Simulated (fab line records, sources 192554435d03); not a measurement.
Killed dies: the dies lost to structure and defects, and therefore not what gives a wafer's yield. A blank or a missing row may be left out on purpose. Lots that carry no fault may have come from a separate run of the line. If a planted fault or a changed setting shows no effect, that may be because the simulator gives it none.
Which tool was responsible?    flow n5_finfet    14 lots with 42 wafers sampled at 3 steps, on a route of 1938 steps

== WHAT EACH GAUGE READ, for each wafer ==
N5_PASSIVATION_CD_MEAS_30: the cd target is 4000 nm.
lot   measured      on         cd_nm (nm)
L776  day 13 15:40  cd_sem-01  4001.0 3998.6 3996.8
L777  day 13 12:39  cd_sem-03  4000.7 4000.8 4001.6
L778  day 14 03:44  cd_sem-02  4000.6 4001.0 3997.7
L779  day 13 23:29  cd_sem-02  3999.3 4002.5 3997.2
L780  day 13 23:02  cd_sem-01  4001.2 4003.9 4001.2
L784  day 15 07:47  cd_sem-01  3996.8 3999.7 3995.9
L785  day 15 02:09  cd_sem-03  3999.0 3996.6 3999.0
L786  day 17 01:07  cd_sem-02  3997.9 4000.1 4000.7
L787  day 16 07:15  cd_sem-03  4005.3 4002.1 4002.8
L789  day 16 13:19  cd_sem-03  4001.0 3999.3 4000.7
L792  day 17 10:34  cd_sem-02  4001.3 4001.9 4001.4
L796  day 17 21:47  cd_sem-02  4003.7 4002.9 4003.9
L797  day 18 06:22  cd_sem-02  4002.9 4002.5 3997.8
L798  day 19 00:08  cd_sem-01  3998.5 4000.9 3997.3

N5_PASSIVATION_OVL_MEAS_63.
lot   measured      on          PAD_OVL (nm)
L776  day 13 15:41  overlay-02  -3 -1 0
L777  day 13 12:41  overlay-01  -7 -13 -4
L778  day 14 03:46  overlay-02  -1 -3 -4
L779  day 13 23:31  overlay-01  -4 -3 -3
L780  day 13 23:04  overlay-02  4 7 6
L784  day 15 07:49  overlay-01  -4 -1 -9
L785  day 15 02:11  overlay-02  -8 -5 -4
L786  day 17 01:09  overlay-01  -9 -14 -9
L787  day 16 07:16  overlay-01  -6 -1 -6
L789  day 16 13:21  overlay-02  5 -4 -3
L792  day 17 10:36  overlay-01  4 4 10
L796  day 17 21:49  overlay-01  0 -8 1
L797  day 18 06:23  overlay-01  0 4 1
L798  day 19 00:10  overlay-01  -4 -4 -1

== TOOL THAT RAN EACH LOT (tool first, then ch and the chambers of the sampled wafers, then the start) ==
lot   N5_PMOS_HMC_CHANNEL_EPI_HM_STRIP_35
L776  wet_bench-03 ch 1,3,6, day 2 01:35
L777  wet_bench-06 ch 2,3,5, day 2 07:36
L778  wet_bench-03 ch 0,3,6, day 2 13:20
L779  wet_bench-06 ch 2,5,6, day 2 19:55
L780  wet_bench-06 ch 4,5,7, day 3 01:05
L784  wet_bench-05 ch 0,3,6, day 4 02:07
L785  wet_bench-06 ch 0,2,3, day 4 07:52
L786  wet_bench-06 ch 3,4,7, day 4 13:39
L787  wet_bench-05 ch 5,6,7, day 4 20:26
L789  wet_bench-05 ch 1,2,3, day 5 08:20
L792  wet_bench-03 ch 2,5,6, day 6 02:01
L796  wet_bench-05 ch 3,4,5, day 7 01:38
L797  wet_bench-05 ch 0,2,3, day 7 07:28
L798  wet_bench-05 ch 3,4,7, day 7 13:26
- N5_PMOS_HMC_CHANNEL_EPI_HM_STRIP_35: strips SiO2 in dHF, material SiO2, target depth 39.6 nm, time 216 s.

== WHAT THE TOOLS THEMSELVES READ (means of the sampled wafers that have a number; where no wafer has one, the mark that the record gives instead) ==
The record holds no such reading with a usual standard deviation.

== THE ANSWER, worked out from the rows above alone ==
Rule: what is usual is taken from the lots themselves. Put in order of their means at a reading, lots are off if they are a third of the lots or fewer, leave a main group of 4 or more, and stand apart from it by a gap of 3 or more times the standard deviation of the main group's means; of several such gaps the widest counts. A main group is skipped when, at the precision printed for the reading in the tables above, its means are all equal. A lot without any number at a reading at which 4 lots or more have one is off too. Any other lot the step has rows for is counted as sound. The gauges are gone through in route order, then the tools' own readings, and for those a lot's mean is taken as printed above. The first step at which some lot is off is used, and at that step the reading that is off furthest; a lot without a number counts as furthest.
No lot is off on any of the readings shown, so nothing can be concluded from this.

== WHAT THE SIMULATOR PUT IN ==
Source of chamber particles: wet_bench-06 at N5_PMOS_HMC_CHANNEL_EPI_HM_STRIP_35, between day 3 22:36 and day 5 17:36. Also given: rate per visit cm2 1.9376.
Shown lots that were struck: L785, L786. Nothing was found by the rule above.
